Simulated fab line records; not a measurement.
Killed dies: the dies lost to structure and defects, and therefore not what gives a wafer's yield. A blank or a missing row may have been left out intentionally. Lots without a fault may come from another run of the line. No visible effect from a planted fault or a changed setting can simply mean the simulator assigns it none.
A lot that was struck, set against a sound lot / flow n5Finfet / 20 out of 1938 route steps
Sound: the wafers L393.1, L393.3, L393.4. The struck wafers were L400.1, L400.3, L400.5. The cause is named last.
For every step that has rows: the tool of each side, followed by ch and its chambers, followed by its first start. Under that, the readings that differ: sound wafers / struck wafers / difference of the means / sigmas: that difference in standard deviations of wafers without a fault.
alike: readings with means less than 2 such deviations apart, plus words and numbers identical on both sides. not compared: withheld readings, readings lacking a value on some wafer, bounds such as >300 that could conceal the same value, and numbers that have no deviation in the record and whose values overlap.
The two part at a step that has a row with sigmas, a row that says differs or no value, or rows on one side only. Numbers that have no deviation but don't overlap get no sigmas and don't part them. A reading missing from all wafers of one side parts the sides only when that side holds two or more wafers.

first, 9 steps without rows for these wafers: N5_BEOL_M6_DESCUM_16 (chemistry O2, time 7.9 s); N5_BEOL_M6_ETCH_61 (etches SiARC in CF4, target depth 45.5 nm, time 75.8 s); N5_BEOL_M6_ETCH_62 (etches SOC in N2/H2, target depth 110 nm, overetch 22 nm, time 165 s); N5_BEOL_M6_STRIP_68 (strips in N2/H2); N5_BEOL_M6_STRIP_67 (strips in CF4); N5_BEOL_M6_HM_OPEN_17 (chemistry Cl2/BCl3, target TiN, target depth 20 nm, overetch 6 nm); N5_BEOL_M6_STRIP_19 (strips in O2); N5_BEOL_M6_COAT_63 (time 60 s, resist thk 60 nm); N5_BEOL_M6_COAT_64 (time 60 s, resist thk 12 nm).
N5_BEOL_M6_COAT_71: time 60 s, resist thk 5 nm.
  sound on lithoTrack-01 ch 0, day 12 10:03; struck on lithoTrack-01 ch 0, day 15 09:59
reading=spinSpeedRpm (rpm); sound=1500.1 1500.5 1500.7; struck=1230.0 1229.5 1228.9; difference=-271.0; sigmas=-99 or more
reading=model.underlayer_of_BEOL_M6_COAT_71.thkNm (nm); sound=5 5 5; struck=5.6 5.6 5.6; difference=+0.6; sigmas=
  alike: chillPlateTempC, exhaustPa
then, 7 steps without rows for these wafers: N5_BEOL_M6_COAT_22 (resist thk 30 nm); N5_BEOL_M6_EBR_24; N5_BEOL_M6_SOFTBAKE_23 (time 60 s); N5_BEOL_M6_EXPOSE_25 (exposes mask V5, target cd 40 nm); N5_BEOL_M6_PEB_26 (peb time 60 s); N5_BEOL_M6_DEVELOP_27 (develop time 30 s); N5_BEOL_M6_DESCUM_33 (chemistry O2, time 7 s).
N5_BEOL_M6_ETCH_72: etches underlayer in N2/H2, target depth 6.5 nm, time 5.2 s.
  sound on rieDiel-03 ch 0,1,2, day 12 11:00; struck on rieDiel-05 ch 0,1, day 15 10:25
reading=etchRfOnTimeS (s); sound=5.27 5.22 5.33; struck=5.59 5.86 5.59; difference=+0.41; sigmas=+4
reading=model.etch.depthNm (nm); sound=5.004 5.014 4.995; struck=5.507 5.51 5.511; difference=+0.505; sigmas=
  alike: chamberPressureMTorr, drypumpMotorCurrentA, oesProductAu, rfVppV, showerheadPlenumPTorr, throttleValvePct
  not compared: rfHoursCounterH
then, 1 step without rows for these wafers: N5_BEOL_M6_ETCH_65 (etches SiARC in CF4, target depth 15.6 nm, time 26 s).
-- here the record skips 4 days between the struck wafers' starts before and after, leaving off in module BEOL_M6 and picking up in module PASSIVATION (first step shown: number 1936 of the route) --
N5_PASSIVATION_PROBE_49:
  only the struck wafers here have rows in the record (prober-01, day 19 19:16); the sound ones have none

== WHERE THEY PART ==
At N5_BEOL_M6_COAT_71 first; at N5_PASSIVATION_PROBE_49 last (within this record only).

WHY: what had been put in by the simulator
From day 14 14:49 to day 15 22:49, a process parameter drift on lithoTrack-01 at N5_BEOL_M6_COAT_71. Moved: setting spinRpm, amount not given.
